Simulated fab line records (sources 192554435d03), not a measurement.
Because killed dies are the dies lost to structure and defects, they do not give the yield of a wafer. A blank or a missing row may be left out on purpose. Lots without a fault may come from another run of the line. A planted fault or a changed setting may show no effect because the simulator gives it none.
Matching of chambers    flow n5_finfet    pecvd-03 running N5_FIN_SAQP_PECVD_48: 3 sister chambers
The step deposits SiNx from SiH4/NH3/N2, target thk 25 nm, time 22.1 s. 6 wafers are shown with their chamber, then 7 later ones without.

== WAFERS PAIRED WITH THEIR CHAMBERS ==
wafer   chamber  throttle_valve_pct (%)  showerhead_plenum_p_Torr (Torr)
L081.4  2        36.1                    5.16
L082.4  0        38.7                    5.13
L091.1  2        36.1                    5.17
L091.5  0        38.8                    5.11
L094.1  1        38.5                    5.15
L094.5  1        38.6                    5.11

== WAFERS MISSING THEIR CHAMBER ==
wafer   throttle_valve_pct (%)  showerhead_plenum_p_Torr (Torr)
L094.6  36.4                    5.15
L095.2  38.6                    5.13
L095.3  38.4                    5.14
L095.5  38.9                    5.14
L096.1  36.4                    5.16
L096.2  38.6                    5.13
L096.5  38.4                    5.12

== THE CHAMBER EACH PASSED THROUGH ==
wafer    from the rows above       in truth
L094.6   2                         2
L095.2   can't be placed: 1 or 0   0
L095.3   1                         1
L095.5   0                         0
L096.1   2                         2
L096.2   can't be placed: 1 or 0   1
L096.5   1                         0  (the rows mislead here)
Correct placement for 4 of the 7. These rows do not allow placing 2 (true chamber among the candidates in 2). Placed wrongly: 1.
How it was worked out, from the rows above alone: a wafer's distance from a chamber is the root of the sum, over the readings, of the square of ((its reading less the chamber's mean) divided by the reading's scatter). The wafer belongs to the nearest chamber; if the next one is less than 2 further off, it can't be placed. The mean given for a chamber averages the wafers shown for that chamber. How the scatter is found: for the shown wafers, subtract from each reading the mean of its chamber, square and add these, divide the total by (wafers less chambers), then take the root.
